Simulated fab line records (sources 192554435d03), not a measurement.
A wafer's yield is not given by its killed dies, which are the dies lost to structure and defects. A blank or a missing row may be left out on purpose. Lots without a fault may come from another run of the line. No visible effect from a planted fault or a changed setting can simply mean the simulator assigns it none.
Chamber matching ; flow n5-finfet ; 3 sister chambers for N5_BEOL_M3_CO_CAP_55 on cvd-co-02
The step material Co, precursor CCTBA/H2, target thk 2 nm, time 102.1 s. 3 wafers are shown with their chamber, then 12 later ones without.

== WAFERS PAIRED WITH THEIR CHAMBERS ==
wafer;chamber;heater-power-w (W)
L076.6;0;249
L089.2;1;260
L089.5;2;228

== WAFERS WHOSE CHAMBER IS MISSING ==
wafer;heater-power-w (W)
L088.2;252
L088.3;220
L088.6;227
L091.2;249
L091.5;216
L091.6;258
L096.2;222
L096.5;248
L096.6;231
L097.1;225
L097.5;223
L097.6;254

== WHICH CHAMBER EACH ONE RAN IN ==
wafer;from the rows above;in truth
L088.2;can't be placed: 0 or 1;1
L088.3;2;2
L088.6;2;2
L091.2;0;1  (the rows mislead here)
L091.5;2;2
L091.6;can't be placed: 1 or 0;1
L096.2;2;2
L096.5;0;0
L096.6;2;2
L097.1;2;2
L097.5;2;2
L097.6;can't be placed: 0 or 1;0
Placed correctly: 8 of 12. Cannot be placed on the basis of these rows: 3; the candidates contain the true chamber in 3. Number placed wrongly: 1.
How it was worked out, from the rows above alone: a wafer's distance from a chamber is the root of the sum, over the readings, of the square of ((its reading less the chamber's mean) divided by the reading's scatter). The wafer belongs to the nearest chamber; if the next one is less than 2 further off, it can't be placed. The mean given for a chamber averages the wafers shown for that chamber. The scatter: root of mean squared gap, hidden wafer to nearest shown wafer, with one shown wafer a chamber.
